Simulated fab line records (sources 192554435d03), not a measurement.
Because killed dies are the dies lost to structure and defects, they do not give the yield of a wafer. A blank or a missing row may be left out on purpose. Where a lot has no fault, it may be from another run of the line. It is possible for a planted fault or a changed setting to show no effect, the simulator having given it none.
A single fault, viewed from 2 desks + flow n5-finfet + what lay behind the numbers comes last; until then each desk has only its own

== TOOL OWNER'S DESK, litho-track-01 ==
The tool's own readings at N5_FIN_SAQP_COAT_50 (time 60 s, resist thk 35 nm): means of the sampled wafers that have a number, for each lot that ran on this tool. Any lot whose mean is over 4 standard deviations away from the usual mean is out of limits and marked OUT; that distance is given in the brackets.
Columns: A = spin-speed-rpm at N5_FIN_SAQP_COAT_50, usual 1500.1 rpm
| lot  | first seen here | A                |
|------|-----------------|------------------|
| L597 | day 2 10:04     | 1500.3           |
| L603 | day 3 22:05     | 1500.7           |
| L608 | day 5 03:46     | 1420.6 (-79) OUT |
| L610 | day 5 16:09     | 1420.0 (-80) OUT |
This desk finds L608, L610 out of limits, L608 being first, at day 5 03:46 (spin-speed-rpm at N5_FIN_SAQP_COAT_50). Within limits: L597, L603.

== METROLOGY DESK ==
Lot by lot, what the gauges showed, no matter which tool ran the lot: averages of those sampled wafers that carry a number. Any lot whose mean is over 4 standard deviations away from the usual mean is out of limits and marked OUT; that distance is given in the brackets. Readings shown: 7 of its 10, picked as those furthest out on some lot.
Columns: A = DIBL_N at N5_BEOL_M4_RC_MEAS_101, usual 36.0 mV/V; B = DIBL_P at N5_BEOL_M4_RC_MEAS_101, usual 36.1 mV/V; C = IOFF_P at N5_BEOL_M4_RC_MEAS_101, usual 0.21 nA/um; D = ION_N at N5_BEOL_M4_RC_MEAS_101, usual 675 uA/um; E = ION_P at N5_BEOL_M4_RC_MEAS_101, usual 464 uA/um; F = VT_N at N5_BEOL_M4_RC_MEAS_101, usual 250 mV; G = VT_P at N5_BEOL_M4_RC_MEAS_101, usual -249 mV
| lot  | first seen here | A    | B    | C    | D   | E   | F   | G    |
|------|-----------------|------|------|------|-----|-----|-----|------|
| L596 | day 8 01:37     | 36.8 | 35.5 | 0.22 | 666 | 460 | 251 | -249 |
| L597 | day 8 07:10     | 34.9 | 35.2 | 0.18 | 675 | 460 | 252 | -252 |
| L598 | day 8 18:49     | 34.8 | 34.8 | 0.16 | 658 | 452 | 254 | -258 |
| L603 | day 10 03:58    | 35.2 | 35.6 | 0.19 | 666 | 456 | 253 | -251 |
| L608 | day 10 22:27    | 36.5 | 36.7 | 0.26 | 675 | 468 | 248 | -246 |
| L610 | day 12 01:01    | 36.7 | 36.0 | 0.18 | 677 | 456 | 250 | -252 |
| L612 | day 12 04:14    | 35.9 | 36.6 | 0.20 | 672 | 460 | 248 | -250 |
| L613 | day 12 22:20    | 38.0 | 39.3 | 0.28 | 698 | 480 | 244 | -244 |
| L616 | day 13 06:37    | 33.4 | 35.1 | 0.21 | 670 | 467 | 253 | -248 |
This desk found nothing out of limits on any of the 9 lots.

== TAKEN TOGETHER ==
The tool owner's desk could have raised an alarm at day 5 03:46, on L608, L610.
Nothing out of limits was seen by the metrology desk.
The metrology desk holds a record of L608, L610, inside its limits.
N5_FIN_SAQP_COAT_50 was run on litho-track-01 by each of the lots named.

== WHAT THE SIMULATOR PUT IN ==
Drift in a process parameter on litho-track-01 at N5_FIN_SAQP_COAT_50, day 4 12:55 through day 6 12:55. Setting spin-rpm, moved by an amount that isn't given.
Lots struck among those shown: L608, L610.
Each desk's first reading out of limits, in hours after the fault started: the tool owner's desk, 15.
